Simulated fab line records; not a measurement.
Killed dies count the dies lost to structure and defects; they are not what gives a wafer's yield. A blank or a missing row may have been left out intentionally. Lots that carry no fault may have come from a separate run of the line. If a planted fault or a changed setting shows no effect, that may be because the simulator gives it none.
Matching of chambers -- flow n5 finfet -- 4 sister chambers for N5_BEOL_M11_STRIP_19 on rie diel-02
The step strips in O2. 8 wafers are shown with their chamber, then 10 later ones without.

## EACH WAFER AND ITS CHAMBER
wafer,chamber,showerhead plenum p Torr (Torr),drypump motor current A (A)
L079.1,3,2.05,6.13
L082.1,2,2.10,5.96
L082.6,2,2.10,5.93
L089.2,0,2.03,5.47
L089.5,0,2.03,5.50
L089.6,1,2.18,5.96
L091.4,3,2.05,6.13
L091.5,1,2.17,5.97

## WAFERS WITH NO CHAMBER GIVEN
wafer,showerhead plenum p Torr (Torr),drypump motor current A (A)
L091.6,2.09,5.95
L093.3,2.17,5.99
L093.5,2.09,5.93
L093.6,2.04,6.15
L094.1,2.09,5.95
L094.3,2.17,5.98
L094.5,2.03,5.46
L097.1,2.04,6.14
L097.2,2.02,5.44
L097.6,2.09,6.00

## WHICH CHAMBER EACH ONE RAN IN
wafer,from the rows above,in truth
L091.6,2,2
L093.3,1,1
L093.5,2,2
L093.6,3,3
L094.1,2,2
L094.3,1,1
L094.5,0,0
L097.1,3,3
L097.2,0,0
L097.6,2,2
10 of 10 placed correctly. Number that these rows cannot place: 0. Wrongly placed: 0.
How it was worked out, from the rows above alone: a wafer's distance from a chamber is the root of the sum, over the readings, of the square of ((its reading less the chamber's mean) divided by the reading's scatter). The wafer belongs to the nearest chamber; if the next one is less than 2 further off, it can't be placed. The mean given for a chamber averages the wafers shown for that chamber. The scatter: take each reading less its chamber's mean, square it, sum over the shown wafers, divide by the number of wafers less the number of chambers, and take the root.
